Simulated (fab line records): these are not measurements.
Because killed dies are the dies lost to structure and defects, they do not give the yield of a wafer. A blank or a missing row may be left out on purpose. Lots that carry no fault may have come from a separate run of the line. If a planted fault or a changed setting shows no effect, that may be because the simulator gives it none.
fab line records | flow nand_harc
[record] lots = 11 wafers = 33 last_day = 24
route steps=1159 shown P_GATE@144 END@1159
lots that met no fault: taken from a fault-free run of the same line
start_h: hours from the record's opening day to when the first of the lot's shown wafers began | wait_h: hours since the lot's step before | " repeats the value in the row above | L1.1+2: a single row standing in for several wafers | - no value present, or no start provided | * or withheld: withheld | < > ~ a bound
route shown NAME@n: a module of which the file shows steps, and the number in the route of the first | usual: mean/standard deviation of fault-free wafers | same: alike in all rows | chamber/n: place in a boat | sites: per-site readings | _std_site: their standard deviation | _edge_site: mean of outer sites minus mean of inner sites | radius_mm: how far each site lies from the wafer's centre | mask NAME#n: copy n | behind: the last tool/chamber to shape the wafer | hold: why the lot was held/for how many hours/how that ended | device: which transistor (n, p or np) failed to switch | end of line: the tests these same wafers got at the end of their route | a step without rows: its recipe alone | killed: at the first sort, the dies lost to defects and structure; wafer yield is something else | map: a wafer's dies, x killed, . not, _ none there
set.NAME: the setting as run; set.NAME@STEP: as run at that earlier step | model.NAME: the simulator's own value behind a step, which no gauge read
steps of the route over a sample of lots; a table a step, a row a wafer
services: when a tool's chamber went out of use (start_h, in hours from the record's first day, below 0 if earlier), for how many hours, and the reason
[[steps]]
[step NHARC_P_GATE_DESCUM_31]
[recipe] time_s = 3 o2_flow_sccm = 200 ar_flow_sccm = 0 bias_power_w = 0 chemistry = O2
[usual] drypump_motor_current_A = 5.5/0.31 oes_product_au = 1.000/0.0098 rf_vpp_V = 57.7/0.89 showerhead_plenum_p_Torr = 1.91/0.089 throttle_valve_pct = 11.311/0.0099
// columns lot.wafer tool chamber start_h wait_h drypump_motor_current_A oes_product_au rf_hours_counter_h rf_vpp_V showerhead_plenum_p_Torr throttle_valve_pct
L627.3 rie_diel-11 1 101.72 0.1 5.1 0.996 9 58.7 1.99 11.315
L627.5 " 3 " " 5.7 0.978 - 57.4 1.88 11.316
L627.6 " 0 " " 5.6 1.000 - 57.0 1.78 11.309
L628.3 rie_diel-01 2 102.23 0.1 5.7 0.985 47 59.2 1.98 11.330
L628.1 " 3 " " 5.0 0.988 48 56.7 2.00 11.301
L628.4 " 0 " " 5.5 1.014 51 58.6 1.94 11.320
L637.2 rie_diel-01 0 169.06 0.1 5.5 0.993 9 59.4 1.93 11.316
L637.5 " 1 " " 5.6 0.987 - 58.2 2.07 11.286
L637.6 " 2 " " 5.7 1.005 - 57.7 1.98 11.314
L638.2 rie_diel-09 1 169.29 0.1 5.6 1.016 34 57.6 1.93 11.331
L638.1 " 3 " " 6.0 0.997 31 58.2 1.98 11.307
L638.4 " 0 " " 4.9 1.009 31 56.5 1.88 11.307
L639.1 rie_diel-09 2 177.20 0.1 5.6 1.007 36 57.3 1.84 11.299
L639.4 " 3 " " 6.0 0.985 33 57.0 1.98 11.300
L639.2 " 0 " " 4.9 0.982 33 56.2 1.88 11.321
L640.2 rie_diel-11 1 181.71 0.1 5.0 0.999 27 56.8 1.99 11.301
L640.4 " 3 " " 5.7 0.987 30 57.0 1.87 11.325
L640.5 " 0 " " 5.6 0.996 - 56.8 1.77 11.328
L642.3 rie_diel-11 3 187.23 0.1 5.7 0.995 31 58.0 1.87 11.304
L642.6 " 0 " " 5.6 1.001 - 57.1 1.77 11.315
L642.5 " 1 " " 5.1 1.019 - 58.5 1.99 11.316
L641.1 rie_diel-09 3 187.97 0.2 6.0 0.994 37 59.2 1.98 11.312
L641.3 " 0 " " 4.9 1.021 37 57.2 1.88 11.319
L641.5 " 0 " " 4.9 1.010 - 57.1 1.88 11.320
L643.3 rie_diel-09 2 196.10 0.1 5.6 1.021 43 57.2 1.83 11.312
L643.4 " 0 " " 5.0 0.999 39 57.7 1.88 11.310
L643.1 " 1 " " 5.6 1.001 42 57.3 1.92 11.315
L645.1 rie_diel-01 1 209.74 0.1 5.6 1.008 20 59.6 2.07 11.324
L645.2 " 2 " " 5.7 1.011 24 57.4 1.97 11.302
L645.5 " 1 " " 5.6 1.001 - 57.8 2.07 11.324
L647.4 rie_diel-11 2 213.46 0.1 5.8 0.995 2 56.8 2.02 11.317
L647.1 " 3 " " 5.6 0.994 2 57.5 1.87 11.303
L647.6 " 0 " " 5.6 1.007 - 57.2 1.77 11.322
[step NHARC_P_GATE_ETCH_104]
[recipe] target_depth_a = 600 time_s = withheld cf4_flow_sccm = 100 chf3_flow_sccm = 30 ar_flow_sccm = 0 rf_w = 500 bias_w = 200 chemistry = CF4/CHF3
[usual] drypump_motor_current_A = 5.5/0.31 oes_product_au = 0.948/0.02 rf_fwd_power_W = 492.4/2.4 rf_vpp_V = 370.8/2.3 showerhead_plenum_p_Torr = 1.58/0.066 throttle_valve_pct = 16.802/0.0097
// columns lot.wafer tool chamber start_h wait_h drypump_motor_current_A oes_product_au rf_fwd_power_W rf_vpp_V showerhead_plenum_p_Torr throttle_valve_pct
L627.3 rie_diel-11 3 101.79 0.1 5.6 0.948 492.4 369.7 1.55 16.818
L627.5 " 2 " " 5.8 0.975 489.0 373.4 1.66 16.787
L627.6 " 3 " " 5.7 0.951 493.8 369.7 1.55 16.808
L628.1 rie_diel-01 2 102.31 0.1 5.7 0.951 490.5 372.8 1.63 16.790
L628.3 " 3 " " 5.0 0.969 489.5 372.8 1.64 16.813
L628.4 " 1 " " 5.6 0.969 493.3 365.9 1.46 16.811
L637.2 rie_diel-01 1 169.13 0.1 5.6 0.947 492.7 372.6 1.70 16.810
L637.5 " 2 " " 5.7 0.953 492.1 373.2 1.62 16.807
L637.6 " 3 " " 5.0 0.943 494.3 373.0 1.64 16.798
L638.2 rie_diel-09 2 169.38 0.1 5.6 0.957 492.5 369.4 1.51 16.821
L638.4 " 3 " " 6.1 0.941 497.3 372.4 1.63 16.793
L638.1 " 0 " " 5.0 0.957 490.0 369.9 1.55 16.783
L639.4 rie_diel-09 2 177.28 0.1 5.6 0.967 493.3 368.1 1.51 16.792
L639.1 " 3 " " 6.0 0.967 497.6 372.6 1.63 16.785
L639.2 " 0 " " 4.9 0.971 488.2 370.6 1.55 16.791
L640.2 rie_diel-11 3 181.84 0.1 5.7 0.939 490.6 368.8 1.54 16.794
L640.4 " 0 " " 5.6 0.948 492.6 366.8 1.47 16.818
L640.5 " 3 " " 5.6 0.948 492.0 368.8 1.54 16.810
L642.3 rie_diel-11 1 187.29 0.1 5.0 0.925 493.3 372.3 1.63 16.788
L642.5 " 0 " " 5.6 0.919 495.0 366.6 1.47 16.807
L642.6 " 1 " " 5.0 0.920 493.2 373.0 1.63 16.789
L641.1 rie_diel-09 3 188.28 0.3 6.0 0.916 494.4 372.2 1.63 16.784
L641.3 " 0 " " 4.9 0.936 487.5 370.9 1.55 16.814
L641.5 " 3 " " 6.0 0.923 495.3 373.2 1.63 16.799
L643.3 rie_diel-09 1 196.47 0.4 5.6 0.932 489.3 371.0 1.58 16.808
L643.4 " 2 " " 5.6 0.950 495.7 368.0 1.51 16.808
L643.1 " 3 " " 6.0 0.929 496.5 373.0 1.63 16.791
L645.2 rie_diel-01 1 209.85 0.1 5.6 0.937 490.2 374.9 1.69 16.789
L645.1 " 2 " " 5.7 0.939 494.2 372.3 1.62 16.798
L645.5 " 1 " " 5.6 0.943 490.0 374.0 1.70 16.810
L647.4 rie_diel-11 1 213.53 0.1 5.1 0.963 491.6 374.1 1.63 16.802
L647.1 " 0 " " 5.6 0.951 495.0 368.2 1.46 16.814
L647.6 " 2 " " 5.8 0.990 495.3 373.3 1.66 16.786
[step NHARC_P_GATE_STRIP_101]
[recipe] time_s = 20 o2_flow_sccm = 500 ar_flow_sccm = 0 bias_w = 0 chemistry = O2
[usual] drypump_motor_current_A = 5.52/0.28 oes_product_au = 0.998/0.0088 rf_vpp_V = 57.8/0.91 showerhead_plenum_p_Torr = 3.57/0.15 throttle_valve_pct = 17.036/0.0088
// columns lot.wafer tool chamber start_h wait_h drypump_motor_current_A oes_product_au rf_hours_counter_h rf_vpp_V showerhead_plenum_p_Torr throttle_valve_pct
L627.3 rie_diel-01 2 112.51 0.1 5.70 0.987 50 57.0 3.64 17.044
L627.5 " 3 " " 5.04 1.008 - 57.8 3.68 17.030
L627.6 " 0 " " 5.46 1.017 - 57.5 3.56 17.034
L628.3 rie_diel-01 2 114.65 0.1 5.68 0.987 50 58.5 3.64 17.029
L628.1 " 0 " " 5.53 1.020 55 58.1 3.56 17.038
L628.4 " 1 " " 5.63 1.003 52 57.8 3.28 17.026
L638.1 rie_diel-09 0 180.31 0.1 4.95 1.005 34 58.3 3.47 17.043
L638.4 " 1 " " 5.59 0.997 37 57.4 3.55 17.024
L638.2 " 3 " " 6.05 0.989 34 57.9 3.65 17.044
L637.2 rie_diel-01 1 180.34 0.2 5.64 1.008 13 59.0 3.80 17.026
L637.5 " 1 " " 5.64 0.982 - 56.2 3.80 17.026
L637.6 " 2 " " 5.69 0.994 - 57.7 3.63 17.037
L639.1 rie_diel-11 3 188.20 0.1 5.70 0.999 32 58.1 3.46 17.024
L639.2 " 0 " " 5.61 1.000 31 57.5 3.29 17.054
L639.4 " 2 " " 5.84 1.014 31 57.7 3.71 17.050
L640.4 rie_diel-01 0 192.67 0.1 5.51 1.000 18 58.5 3.55 17.052
L640.2 " 1 " " 5.61 0.994 14 59.5 3.80 17.028
L640.5 " 2 " " 5.68 0.992 - 56.2 3.63 17.040
L642.3 rie_diel-01 2 198.26 0.1 5.69 0.994 20 58.8 3.63 17.021
L642.5 " 1 " " 5.64 0.987 - 58.7 3.80 17.039
L642.6 " 2 " " 5.68 0.998 - 56.8 3.63 17.051
L641.3 rie_diel-01 1 201.10 0.1 5.64 0.980 16 58.7 3.80 17.040
L641.1 " 3 " " 5.01 0.989 17 57.9 3.67 17.039
L641.5 " 1 " " 5.65 0.986 - 56.5 3.80 17.024
L643.4 rie_diel-11 2 208.12 0.1 5.85 0.997 1 57.1 3.71 17.038
L643.3 " 0 " " 5.62 1.004 1 57.1 3.29 17.047
L643.1 " 1 " " 5.07 1.007 1 55.4 3.65 17.022
L645.2 rie_diel-11 1 220.84 0.1 5.10 1.004 2 58.0 3.65 17.040
L645.1 " 3 " " 5.70 0.981 2 58.5 3.46 17.028
L645.5 " 1 " " 5.04 1.017 - 57.8 3.65 17.037
L647.4 rie_diel-01 3 224.30 0.1 5.07 0.986 23 59.1 3.66 17.033
L647.1 " 2 " " 5.71 1.007 29 57.4 3.62 17.053
L647.6 " 0 " " 5.53 1.012 - 58.0 3.54 17.030
[step NHARC_P_GATE_EXPOSE_43]
[recipe] na = 0.6 target_cd_nm = 720 dose_mj = 14.81 mask_id = P_NSD
[usual] stage_vel_mm_s = 499.99/0.23
[same] na = 0.6
// columns lot.wafer tool chamber start_h wait_h mask stage_vel_mm_s
L627.3 krf_scanner-03 0 113.28 - P_HVPW#0 500.42
L627.5 " 0 " " P_HVPW#0 500.41
L627.6 " 0 " " P_HVPW#0 500.18
L628.1 krf_scanner-04 0 115.43 - P_NSD#0 500.01
L628.3 " 0 " " P_NSD#0 500.05
L628.4 " 0 " " P_NSD#0 500.36
L638.1 krf_scanner-03 0 180.95 - P_NSD#0 500.01
L638.2 " 0 " " P_NSD#0 500.14
L638.4 " 0 " " P_NSD#0 499.94
L637.2 krf_scanner-02 0 181.12 - P_NSD#0 499.83
L637.5 " 0 " " P_NSD#0 499.79
L637.6 " 0 " " P_NSD#0 499.47
L639.1 krf_scanner-03 0 188.97 - P_NSD#0 499.73
L639.2 " 0 " " P_NSD#0 499.58
L639.4 " 0 " " P_NSD#0 499.77
L640.2 krf_scanner-02 0 193.44 - P_NSD#0 500.13
L640.4 " 0 " " P_NSD#0 500.15
L640.5 " 0 " " P_NSD#0 500.21
L642.3 krf_scanner-02 0 198.91 - P_NSD#0 500.20
L642.5 " 0 " " P_NSD#0 500.35
L642.6 " 0 " " P_NSD#0 500.08
L641.1 krf_scanner-03 0 201.87 - P_NSD#0 499.73
L641.3 " 0 " " P_NSD#0 499.95
L641.5 " 0 " " P_NSD#0 499.68
L643.1 krf_scanner-03 0 208.76 - P_NSD#0 500.14
L643.3 " 0 " " P_NSD#0 500.01
L643.4 " 0 " " P_NSD#0 499.82
L645.1 krf_scanner-03 0 221.60 - P_NSD#0 499.80
L645.2 " 0 " " P_NSD#0 500.12
L645.5 " 0 " " P_NSD#0 499.48
L647.1 krf_scanner-03 0 225.02 - P_NSD#0 500.21
L647.4 " 0 " " P_NSD#0 500.06
L647.6 " 0 " " P_NSD#0 500.16
[step NHARC_P_GATE_CD_MEAS_46]
[recipe] target_cd_nm = 720 landing_energy_ev = 500
[usual] cd_nm = 720.8/1.7
// columns lot.wafer tool chamber start_h wait_h cd_nm
L627.3 cd_sem-01 0 113.43 - -
L627.5 " 0 " " -
L627.6 " 0 " " -
L628.1 cd_sem-03 0 115.59 - 722.0
L628.3 " 0 " " 720.8
L628.4 " 0 " " 722.8
L638.1 cd_sem-03 0 181.11 - 721.8
L638.2 " 0 " " 722.4
L638.4 " 0 " " 720.4
L637.2 cd_sem-03 0 181.27 - 720.1
L637.5 " 0 " " 720.1
L637.6 " 0 " " 722.6
L639.1 cd_sem-02 0 189.12 - 722.0
L639.2 " 0 " " 721.1
L639.4 " 0 " " 719.4
L640.2 cd_sem-01 0 193.59 - 719.0
L640.4 " 0 " " 719.7
L640.5 " 0 " " 720.3
L642.3 cd_sem-01 0 199.06 - 719.0
L642.5 " 0 " " 719.3
L642.6 " 0 " " 721.3
L641.1 cd_sem-02 0 202.02 - 722.0
L641.3 " 0 " " 722.9
L641.5 " 0 " " 721.3
L643.1 cd_sem-01 0 208.92 - 720.2
L643.3 " 0 " " 717.5
L643.4 " 0 " " 721.3
L645.1 cd_sem-01 0 221.76 - 723.0
L645.2 " 0 " " 720.5
L645.5 " 0 " " 719.1
L647.1 cd_sem-02 0 225.18 - 719.4
L647.4 " 0 " " 723.3
L647.6 " 0 " " 719.5
[step NHARC_END_SORT_01]
[recipe] temp_c = 25
[usual] killed_at_array = 29/13 killed_at_other = 0.7/1 killed_at_periphery = 3.2/2.3 killed_dies = 33/13 killed_open = 3.3/1.7 killed_short = 2.0/1.5
[same] gross_dies = 677
// columns lot.wafer tool chamber start_h wait_h killed_at_array killed_at_other killed_at_periphery killed_dies killed_open killed_short
L627.3 prober-01 0 456.31 3.1 19 0 658 677 2 2
L627.5 prober-01 0 457.91 3.7 18 1 658 677 2 3
L627.6 prober-01 0 458.71 4.0 32 0 645 677 3 2
L640.2 prober-02 0 530.52 2.8 44 0 1 45 3 1
L640.4 prober-02 0 532.12 3.4 42 0 5 47 4 3
L640.5 prober-02 0 532.92 3.7 46 0 2 48 3 1
L642.3 prober-02 0 545.71 3.0 30 0 3 33 3 3
L642.5 prober-02 0 547.28 3.6 28 2 7 37 6 5
L642.6 prober-02 0 548.07 3.9 38 1 6 45 3 2
// killed by level:class
L627.3 P_GATE:area_expose=656 A_SLIT:chamber_film_flake=6 A_CHANNEL_HOLE_D1:chamber_film_flake=5 A_CONTACT:chamber_film_flake=2 A_CHANNEL_HOLE_D1:geometric_particle:short=1 A_CONTACT:geometric_particle:open=1 A_M0:geometric_particle:open=1 A_M1:geometric_particle:short=1
L627.5 P_GATE:area_expose=656 A_SLIT:chamber_film_flake=7 A_CHANNEL_HOLE_D1:chamber_film_flake=2 A_STAIRCASE:chamber_film_flake=2 A_CONTACT:chamber_film_flake=2 P_M0:geometric_particle:open=1 A_ONON_D1:geometric_particle:short=1 A_CHANNEL_FILL_D1:geometric_particle:short=1
L627.6 P_GATE:area_expose=644 A_SLIT:chamber_film_flake=16 A_CHANNEL_HOLE_D1:chamber_film_flake=4 A_STAIRCASE:chamber_film_flake=3 A_CONTACT:chamber_film_flake=3 A_ONON_D1:geometric_particle:open=2 A_WL_FILL:geometric_particle:short=2 A_M1:geometric_particle:open=1
L640.2 A_SLIT:chamber_film_flake=17 A_CHANNEL_HOLE_D1:chamber_film_flake=16 A_SGD_CUT:chamber_film_flake=4 A_CONTACT:chamber_film_flake=3 P_GATE:geometric_particle:open=1 A_CHANNEL_FILL_D1:geometric_particle:open=1 A_WL_FILL:geometric_particle:short=1 A_CONTACT:geometric_particle:open=1
L640.4 A_CHANNEL_HOLE_D1:chamber_film_flake=19 A_SLIT:chamber_film_flake=13 A_SGD_CUT:chamber_film_flake=3 A_CONTACT:chamber_film_flake=3 P_GATE:geometric_particle:open=1 P_CONTACT:geometric_particle:open=1 P_M1:geometric_particle:open=1 A_CHANNEL_FILL_D1:geometric_particle:open=1
L640.5 A_CHANNEL_HOLE_D1:chamber_film_flake=26 A_SLIT:chamber_film_flake=10 A_CONTACT:chamber_film_flake=5 A_ONON_D1:geometric_particle:open=2 A_CONTACT:geometric_particle:open=1 A_BLC:geometric_particle:short=1 P_STI:chamber_film_flake=1 P_GATE:chamber_film_flake=1
L642.3 A_SLIT:chamber_film_flake=13 A_CHANNEL_HOLE_D1:chamber_film_flake=6 A_CONTACT:chamber_film_flake=5 P_GATE:chamber_film_flake=2 P_M0:geometric_particle:short=1 A_SOURCE_PLATE:geometric_particle:short=1 A_SOURCE_PLATE:geometric_particle:open=1 A_ONON_D1:geometric_particle:open=1
L642.5 A_SLIT:chamber_film_flake=11 A_CHANNEL_HOLE_D1:chamber_film_flake=4 A_CONTACT:chamber_film_flake=4 P_M0:geometric_particle:short=2 P_GATE:chamber_film_flake=2 P_M0:chamber_film_flake=2 A_ONON_D1:geometric_particle:open=1 A_CHANNEL_HOLE_D1:geometric_particle:open=1
L642.6 A_SLIT:chamber_film_flake=19 A_CHANNEL_HOLE_D1:chamber_film_flake=5 A_CONTACT:chamber_film_flake=5 P_GATE:chamber_film_flake=2 P_M0:chamber_film_flake=2 A_STAIRCASE:chamber_film_flake=2 P_CONTACT:geometric_particle:open=1 A_ONON_D1:geometric_particle:short=1
[[services]]
// columns tool chamber start_h hours kind
rie_diel-01 3 83.96 3.6 repair
rie_diel-01 0 92.84 - clean
rie_diel-01 1 92.84 - clean
rie_diel-01 2 92.84 - clean
rie_diel-01 3 92.84 - clean
rie_diel-01 0 117.34 - clean
rie_diel-01 1 117.34 - clean
rie_diel-01 2 117.34 - clean
rie_diel-01 3 117.34 - clean
rie_diel-09 - 119.29 0.2 repair
krf_scanner-04 - 126.00 4.0 pm
rie_diel-01 - 137.80 9.0 pm
rie_diel-01 0 137.80 9.0 vent_cycle
rie_diel-01 1 137.80 9.0 vent_cycle
rie_diel-01 3 154.38 7.7 repair
rie_diel-11 2 161.62 1.9 repair
krf_scanner-02 - 162.39 0.4 repair
krf_scanner-03 - 167.72 0.5 repair
krf_scanner-03 - 168.24 4.0 pm
krf_scanner-03 - 181.39 6.7 repair
rie_diel-01 1 181.49 8.8 repair
rie_diel-11 - 190.06 9.0 pm
rie_diel-01 3 208.12 5.9 repair
krf_scanner-02 - 210.00 4.0 pm
[[key]]
[first_sign] step = NHARC_P_GATE_EXPOSE_43 reading = mask direction = changed
[effect] step = NHARC_P_GATE_CD_MEAS_46 reading = cd_nm direction = missing
[effect] step = NHARC_END_SORT_01 reading = killed_at_periphery direction = up sigmas = 99+ usual = 3.2 struck = 653.7
[more_kills_born_at] NHARC_P_GATE_EXPOSE_43@krf_scanner-03 = 1956
met_at NHARC_P_GATE_EXPOSE_43
struck_lots L627
later_rows_left_out L627.3,L627.5,L627.6
tester_left_out L627
not_acting_at NHARC_P_GATE_DESCUM_31,NHARC_P_GATE_ETCH_104,NHARC_P_GATE_STRIP_101
[fault] kind = wrong_mask tool = any chamber = - onset_h = 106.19 steps = NHARC_P_GATE_EXPOSE_43 aux_copy = P_HVPW#0 scope = struck_lots_only
// tester_left_out: of these lots the tester's yield and bins aren't shown, on N5 and GAA mostly nor the transistor test; their killed dies are dies lost to structure and defects alone, not to doping, threshold or leakage, so they don't give the yield
// later_rows_left_out: the simulator's readings of these wafers behind a module that went badly wrong aren't trusted and aren't shown, but for the sort
